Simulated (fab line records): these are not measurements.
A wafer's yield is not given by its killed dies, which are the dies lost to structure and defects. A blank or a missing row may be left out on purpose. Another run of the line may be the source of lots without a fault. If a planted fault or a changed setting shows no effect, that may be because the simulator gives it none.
fab line records	flow nand_harc
record lots=13	wafers=37	last_day=33
route steps=1302 shown P_CONTACT@248 P_M0@274 END@1302
lots untouched by any fault: they come from a run of this same line in which no faults occurred
start_h: hours from the record's opening day to when the first of the lot's shown wafers began	wait_h: hours from the lot's prior step to this one	" unchanged from the row above	L1.1+2: one row covering several wafers at once	- no value, or no start was given	* or withheld: withheld	< > ~ a bound
route shown NAME@n: a module of which the file shows steps, and the number in the route of the first	usual: the fault-free wafers' mean and standard deviation	same: alike in all rows	chamber/n: place in a boat	sites: each site's reading	_std_site: how widely they spread, as a standard deviation	_edge_site: the outer-site mean with the inner-site mean subtracted	radius_mm: how far each site lies from the wafer's centre	mask NAME#n: copy n	behind: the last tool/chamber to shape the wafer	hold: reason for holding the lot/hours on hold/outcome of the hold	device: which transistor (n, p or np) failed to switch	end of line: the tests these same wafers got at the end of their route	a step given without rows: its recipe and nothing more	killed: dies lost to structure and defects at the first sort, not the wafer's yield	map: dies across one wafer; x = killed, . = not, _ = none there
set.NAME: the setting the step ran with; set.NAME@STEP: the setting that earlier step ran with	model.NAME: the simulator's own value behind a step, which no gauge read
steps of the route over a sample of lots; a table a step, a row a wafer
services: the hour from which a tool's chamber was out of use, counted from the record's first day as start_h (under 0 if before that day), plus the number of hours and why
## steps
# step NHARC_P_CONTACT_CVD_23
# recipe target_thk_a=2000	temp_c=300	pressure_torr=40	wf6_flow_sccm=40	h2_flow_sccm=1600	ar_flow_sccm=1560	time_s=557	material=W
# usual heater_power_w=511/38	throttle_valve_pct=7.8/0.37
lot.wafer	tool	chamber	start_h	wait_h	heater_power_w	throttle_valve_pct
L133.2	cvd_w-01	1	-	-	458	7.4
L133.4	"	1	"	"	470	7.8
L133.3	"	0	"	"	568	7.7
L132.3	cvd_w-02	1	-	-	488	8.1
L132.6	"	1	"	"	479	7.8
L132.5	"	0	"	"	519	8.0
L136.1	cvd_w-02	0	-	-	533	8.2
L136.2	"	1	"	"	475	8.1
L136.6	"	0	"	"	524	8.6
L137.1	cvd_w-01	0	-	-	576	7.8
L137.4	"	0	"	"	577	7.5
L137.5	"	0	"	"	576	7.6
L138.1	cvd_w-02	1	-	-	483	8.2
L138.4	"	1	"	"	476	8.2
L138.6	"	1	"	"	479	7.9
L141.3	cvd_w-02	0	-	-	520	8.2
L141.4	"	1	"	"	484	7.9
L141.5	"	1	"	"	475	8.2
L142.1	cvd_w-01	0	-	-	547	7.6
L142.4	"	0	"	"	535	7.9
L142.5	"	0	"	"	539	7.5
L146.4	cvd_w-01	0	-	-	554	7.6
L146.5	"	0	"	"	549	7.5
L146.6	"	1	"	"	479	7.6
L147.5	cvd_w-01	0	-	-	548	7.6
L147.6	"	1	"	"	467	7.9
L149.3	cvd_w-01	0	-	-	560	7.5
L149.5	"	1	"	"	490	7.7
L150.2	cvd_w-02	0	-	-	537	8.0
L150.1	"	1	"	"	471	8.1
L150.3	"	0	"	"	516	8.2
L151.2	cvd_w-01	1	-	-	482	7.8
L151.3	"	1	"	"	496	7.6
L151.5	"	1	"	"	468	7.5
L152.3	cvd_w-02	0	-	-	514	8.6
L152.6	"	1	"	"	468	8.0
L152.5	"	0	"	"	529	8.3
# step NHARC_P_M0_PVD_20
# recipe target_thk_a=50	bias_v=168.6	power_w=15000	chamber_pressure_pa=0.12	time_s=8.06	substrate_temp_c=50	material=TaN
# usual substrate_temp_c=50.01/0.12	throttle_valve_pct=29.8/0.92
lot.wafer	tool	chamber	start_h	wait_h	substrate_temp_c	throttle_valve_pct
L133.3	pvd_sputter-03	-	-	-	50.08	31.5
L133.2	"	-	"	"	50.31	29.3
L133.4	"	-	"	"	49.96	29.5
L132.3	pvd_sputter-02	-	-	-	50.00	30.2
L132.6	"	-	"	"	49.82	31.2
L132.5	"	-	"	"	49.93	29.9
L136.1	pvd_sputter-02	-	-	-	49.83	30.3
L136.2	"	-	"	"	49.93	28.2
L136.6	"	-	"	"	49.99	30.9
L137.4	pvd_sputter-02	-	-	-	49.79	31.1
L137.1	"	-	"	"	50.10	29.7
L137.5	"	-	"	"	50.11	29.8
L138.4	pvd_sputter-02	-	-	-	50.31	29.6
L138.1	"	-	"	"	49.86	30.3
L138.6	"	-	"	"	50.08	31.1
L141.3	pvd_sputter-03	-	-	-	50.00	28.5
L141.4	"	-	"	"	49.74	29.7
L141.5	"	-	"	"	49.90	31.2
L142.4	pvd_sputter-02	-	-	-	49.98	30.0
L142.1	"	-	"	"	50.21	30.8
L142.5	"	-	"	"	49.94	30.1
L146.4	pvd_sputter-03	-	-	-	50.16	31.2
L146.5	"	-	"	"	49.87	29.7
L146.6	"	-	"	"	49.82	28.6
L147.6	pvd_sputter-03	-	-	-	49.90	28.7
L147.5	"	-	"	"	50.11	29.6
L149.3	pvd_sputter-02	-	-	-	49.85	28.8
L149.5	"	-	"	"	49.93	29.7
L150.3	pvd_sputter-03	-	-	-	50.12	31.5
L150.2	"	-	"	"	49.93	29.7
L150.1	"	-	"	"	50.07	29.6
L151.3	pvd_sputter-01	-	-	-	50.05	30.3
L151.2	"	-	"	"	50.03	29.5
L151.5	"	-	"	"	50.13	28.4
L152.3	pvd_sputter-01	-	-	-	49.97	30.0
L152.5	"	-	"	"	50.01	29.9
L152.6	"	-	"	"	50.05	29.6
# step NHARC_P_M0_CMP_23
# recipe t_overpolish_s=20	target_thk_nm=117.54
# usual motor_current_A=12.3/0.95	time_to_endpoint_s=28.0/2.4
lot.wafer	tool	chamber	start_h	wait_h	motor_current_A	time_to_endpoint_s
L133.2	cmp-03	0	143.98	-	12.7	30.3
L133.3	"	1	"	"	13.4	30.5
L133.4	"	2	"	"	12.1	28.4
L132.3	cmp-02	3	144.49	-	10.8	26.3
L132.6	"	3	"	"	10.8	26.9
L132.5	"	0	"	"	13.5	27.9
L136.1	cmp-02	1	178.10	-	12.4	22.1
L136.2	"	2	"	"	11.9	21.7
L136.6	"	3	"	"	11.1	26.1
L137.1	cmp-01	3	188.62	-	11.5	32.7
L137.4	"	0	"	"	12.7	29.1
L137.5	"	2	"	"	12.7	28.2
L138.1	cmp-01	0	193.36	-	12.2	29.1
L138.4	"	1	"	"	12.3	27.6
L138.6	"	0	"	"	12.4	27.3
L141.3	cmp-03	2	232.05	-	12.3	29.0
L141.4	"	3	"	"	11.4	31.6
L141.5	"	3	"	"	10.5	28.5
L142.1	cmp-03	1	233.05	-	13.1	29.3
L142.4	"	3	"	"	11.3	29.6
L142.5	"	1	"	"	13.8	31.8
L146.4	cmp-03	0	272.83	-	13.0	25.4
L146.6	"	0	"	"	13.3	13.5
L146.5	"	1	"	"	14.0	27.8
L147.5	cmp-03	3	290.10	-	11.2	28.9
L147.6	"	0	"	"	13.8	15.1
L149.3	cmp-03	3	303.55	-	11.5	14.9
L149.5	"	3	"	"	11.5	25.2
L150.3	cmp-02	2	310.94	-	11.9	24.6
L150.2	"	3	"	"	10.3	25.1
L150.1	"	1	"	"	13.0	24.4
L151.3	cmp-01	0	334.14	-	13.1	29.1
L151.2	"	1	"	"	11.9	30.7
L151.5	"	1	"	"	11.9	30.9
L152.3	cmp-02	2	343.34	-	12.1	27.6
L152.6	"	3	"	"	10.3	30.6
L152.5	"	0	"	"	13.1	31.0
# step NHARC_P_M0_THK_MEAS_24
# recipe thk_meas_gauge=xrf
# usual thk_nm=117.4/1.3
lot.wafer	tool	chamber	start_h	wait_h	thk_nm
L133.2	film_metro-02	-	144.31	-	117.7
L133.3	"	-	"	"	118.9
L133.4	"	-	"	"	118.3
L132.3	film_metro-02	-	144.80	-	115.2
L132.5	"	-	"	"	117.0
L132.6	"	-	"	"	116.7
L136.1	film_metro-01	-	178.35	-	116.8
L136.2	"	-	"	"	115.5
L136.6	"	-	"	"	117.5
L137.1	film_metro-02	-	188.91	-	115.3
L137.4	"	-	"	"	117.4
L137.5	"	-	"	"	116.3
L138.1	film_metro-01	-	193.68	-	118.0
L138.4	"	-	"	"	118.3
L138.6	"	-	"	"	117.0
L141.3	film_metro-01	-	232.37	-	114.5
L141.4	"	-	"	"	117.7
L141.5	"	-	"	"	117.5
L142.1	film_metro-01	-	233.36	-	117.0
L142.4	"	-	"	"	117.1
L142.5	"	-	"	"	116.6
L146.4	film_metro-01	-	273.15	-	116.3
L146.5	"	-	"	"	118.4
L146.6	"	-	"	"	110.1
L147.5	film_metro-02	-	290.30	-	118.1
L147.6	"	-	"	"	108.1
L149.3	film_metro-01	-	303.86	-	110.6
L149.5	"	-	"	"	116.9
L150.1	film_metro-01	-	311.27	-	115.6
L150.2	"	-	"	"	116.4
L150.3	"	-	"	"	116.9
L151.2	film_metro-01	-	334.46	-	117.0
L151.3	"	-	"	"	117.7
L151.5	"	-	"	"	117.5
L152.3	film_metro-01	-	343.57	-	118.1
L152.5	"	-	"	"	118.9
L152.6	"	-	"	"	116.9
# step NHARC_P_M0_DEP_32
# recipe target_thk_a=300	temp_c=370	target_thk_nm=30	pressure_torr=3	flow_sccm=200	rf_w=450	material=SiCN
# usual heater_power_w=554/64
lot.wafer	tool	chamber	start_h	wait_h	heater_power_w
L133.2	pecvd-03	0	144.61	0.1	491
L133.3	"	1	"	"	529
L133.4	"	2	"	"	468
L132.3	pecvd-04	2	145.33	0.1	683
L132.6	"	1	"	"	589
L132.5	"	2	"	"	662
L136.1	pecvd-03	1	178.66	0.1	569
L136.2	"	2	"	"	474
L136.6	"	0	"	"	554
L137.1	pecvd-04	2	189.25	0.1	673
L137.4	"	1	"	"	599
L137.5	"	0	"	"	535
L138.1	pecvd-01	0	193.98	0.1	672
L138.4	"	1	"	"	500
L138.6	"	2	"	"	598
L141.3	pecvd-03	0	232.75	0.1	492
L141.5	"	0	"	"	502
L141.4	"	1	"	"	594
L142.1	pecvd-03	0	233.69	0.1	535
L142.4	"	0	"	"	538
L142.5	"	2	"	"	534
L146.6	pecvd-01	0	273.58	0.2	537
L146.4	"	1	"	"	475
L146.5	"	2	"	"	537
L147.6	pecvd-03	1	290.73	0.2	589
L147.5	"	0	"	"	504
L149.3	pecvd-04	2	304.21	0.1	609
L149.5	"	0	"	"	494
L150.1	pecvd-04	0	311.58	0.1	470
L150.2	"	1	"	"	649
L150.3	"	2	"	"	670
L151.3	pecvd-03	2	334.80	0.1	545
L151.2	"	0	"	"	500
L151.5	"	1	"	"	638
L152.3	pecvd-03	1	343.91	0.1	624
L152.6	"	0	"	"	533
L152.5	"	2	"	"	522
# step NHARC_END_SORT_01
# recipe temp_c=25
# usual defect_limited_yield=92/3	killed_at_array=52/20	killed_at_other=1.0/1.3	killed_at_periphery=3.7/2.2	killed_dies=57/20	killed_open=3.2/1.6	killed_short=2.4/1.6	sort_bin_2_pct=2.9/1.4	sort_bin_3_pct=0.6/0.41	sort_bin_4_pct=4.8/1.5	sort_n_pass=620/20	sort_rim_yield_pct=93/3.5	sort_yield_pct=92/3
# same gross_dies=677	sort_bin_5_pct[%]=0	sort_bin_6_pct[%]=0	sort_bin_7_pct[%]=0	sort_bin_8_pct[%]=0	sort_rim_n_gross=106.00
lot.wafer	tool	chamber	start_h	wait_h	defect_limited_yield[%]	killed_at_array	killed_at_other	killed_at_periphery	killed_dies	killed_open	killed_short	sort_bin_2_pct[%]	sort_bin_3_pct[%]	sort_bin_4_pct[%]	sort_n_pass	sort_rim_yield_pct[%]	sort_yield_pct[%]
L133.2	prober-02	0	577.96	2.8	92	53	0	2	55	0	3	2.5	0.4	5.2	622	92	92
L133.3	prober-02	0	578.77	3.1	93	47	0	2	49	3	2	2.7	0.6	4.0	628	93	93
L133.4	prober-02	0	579.58	3.4	92	54	0	2	56	4	3	2.8	0.7	4.7	621	93	92
L142.1	prober-02	0	656.22	2.5	93	41	2	3	46	2	4	2.2	0.4	4.1	631	91	93
L142.4	prober-02	0	658.64	3.4	95	27	5	4	36	3	1	1.5	0.3	3.5	641	93	95
L142.5	prober-02	0	659.44	3.7	95	28	4	4	36	1	7	1.5	0.4	3.4	641	94	95
L141.3	prober-01	0	657.80	3.1	86	84	0	8	92	3	0	5.3	0.4	7.8	585	92	86
L141.4	prober-01	0	658.60	3.4	86	90	0	8	98	6	3	6.4	0.6	7.5	579	83	86
L141.5	prober-01	0	659.41	3.7	85	94	0	9	103	3	2	5.3	1.6	8.3	574	89	85
# killed by level:class
L133.2 A_CHANNEL_HOLE_D1:chamber_film_flake=30 A_CHANNEL_HOLE_D2:chamber_film_flake=11 A_CONTACT:chamber_film_flake=8 A_ONON_D2:geometric_particle:short=3 P_STI:chamber_film_flake=1 P_GATE:chamber_film_flake=1 A_WL_FILL:chamber_film_flake=1
L133.3 A_CHANNEL_HOLE_D1:chamber_film_flake=22 A_CHANNEL_HOLE_D2:chamber_film_flake=17 A_CONTACT:chamber_film_flake=3 P_M0:geometric_particle:open=1 A_DECK1_JOINT:geometric_particle:short=1 A_CHANNEL_FILL_D2:geometric_particle:short=1 A_SGD_CUT:geometric_particle:open=1 A_BLC:geometric_particle:open=1
L133.4 A_CHANNEL_HOLE_D1:chamber_film_flake=26 A_CHANNEL_HOLE_D2:chamber_film_flake=18 A_CONTACT:chamber_film_flake=3 A_BLC:geometric_particle:open=2 P_M0:geometric_particle:short=1 A_SOURCE_PLATE:geometric_particle:short=1 A_ONON_D1:geometric_particle:short=1 A_CHANNEL_HOLE_D1:geometric_particle:open=1
L142.1 A_CONTACT:chamber_film_flake=12 A_STAIRCASE:chamber_film_flake=7 A_BONDPAD:chamber_film_flake=7 A_CHANNEL_HOLE_D1:chamber_film_flake=6 A_BLC:chamber_film_flake=3 A_CHANNEL_HOLE_D2:geometric_particle:short=2 THIN_TSV:chamber_film_flake=2 P_STI:geometric_particle:short=1
L141.3 A_SLIT:chamber_film_flake=35 A_CHANNEL_HOLE_D1:chamber_film_flake=26 A_CHANNEL_HOLE_D2:chamber_film_flake=13 P_CONTACT:chamber_film_flake=6 A_STAIRCASE:chamber_film_flake=4 A_ZERO_WELL:chamber_film_flake=2 P_M0:geometric_particle:open=1 A_SGD_CUT:geometric_particle:open=1
L141.4 A_SLIT:chamber_film_flake=32 A_CHANNEL_HOLE_D1:chamber_film_flake=29 A_CHANNEL_HOLE_D2:chamber_film_flake=13 P_CONTACT:chamber_film_flake=5 A_STAIRCASE:chamber_film_flake=4 A_CHANNEL_FILL_D1:geometric_particle:open=3 P_ZERO_WELL:chamber_film_flake=2 A_ONON_D1:geometric_particle:open=1
L142.4 A_CHANNEL_HOLE_D1:chamber_film_flake=7 A_BONDPAD:chamber_film_flake=5 THIN_TSV:chamber_film_flake=5 P_M2:chamber_film_flake=4 A_STAIRCASE:chamber_film_flake=4 A_CONTACT:chamber_film_flake=3 A_BLC:chamber_film_flake=3 A_DECK1_JOINT:geometric_particle:short=1
L141.5 A_SLIT:chamber_film_flake=34 A_CHANNEL_HOLE_D1:chamber_film_flake=27 A_CHANNEL_HOLE_D2:chamber_film_flake=20 P_CONTACT:chamber_film_flake=5 P_ZERO_WELL:chamber_film_flake=3 A_STAIRCASE:chamber_film_flake=3 A_ZERO_WELL:chamber_film_flake=2 A_CHANNEL_FILL_D1:geometric_particle:open=1
L142.5 A_CONTACT:chamber_film_flake=6 A_BONDPAD:chamber_film_flake=6 A_STAIRCASE:chamber_film_flake=5 THIN_TSV:chamber_film_flake=4 A_WL_FILL:geometric_particle:short=3 A_CHANNEL_HOLE_D1:chamber_film_flake=3 A_CHANNEL_FILL_D1:geometric_particle:short=2 P_M2:chamber_film_flake=2
## services
tool	chamber	start_h	hours	kind
cmp-02	-	134.50	4.0	pm
pvd_sputter-02	-	155.32	0.9	repair
pvd_sputter-03	-	156.91	4.6	repair
pvd_sputter-02	-	161.48	2.3	repair
cmp-03	-	162.10	4.0	pm
pvd_sputter-03	-	170.01	10.0	pm
cvd_w-01	1	180.29	10.8	repair
cvd_w-01	-	185.00	13.0	pm
pecvd-03	-	185.25	13.0	pm
cmp-02	-	196.19	0.5	repair
pvd_sputter-02	-	215.15	4.0	repair
cmp-03	-	218.87	0.4	repair
pvd_sputter-03	-	231.56	1.0	repair
cmp-02	-	232.50	4.0	pm
cmp-03	-	260.10	4.0	pm
cvd_w-02	-	269.00	13.0	pm
cmp-02	-	269.85	1.0	repair
pvd_sputter-02	-	289.35	10.0	pm
pvd_sputter-03	-	298.60	0.5	repair
cmp-03	-	299.83	0.5	repair
cmp-03	-	309.96	2.1	repair
pvd_sputter-02	-	311.29	4.4	repair
cmp-02	-	330.50	4.0	pm
cmp-02	-	343.56	4.6	repair
## key
first_sign step=NHARC_P_M0_CMP_23	reading=time_to_endpoint_s	direction=down	sigmas=5.6	usual=*	struck=*
effect step=NHARC_P_M0_THK_MEAS_24	reading=thk_nm	direction=down	sigmas=6	usual=117.4	struck=109.6
met_at NHARC_P_M0_CMP_23
struck_lots L146,L147,L149
struck_wafers L146.6,L147.6,L149.3
not_acting_at NHARC_P_CONTACT_CVD_23,NHARC_P_M0_PVD_20,NHARC_P_M0_DEP_32
onset_between 233.05 272.83
fault kind=process_parameter_drift	tool=cmp-03	chamber=-	onset_h=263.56	steps=NHARC_P_M0_CMP_23	channel=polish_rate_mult	offset=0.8	shape=step	end_h=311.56	scope=struck_wafers_only
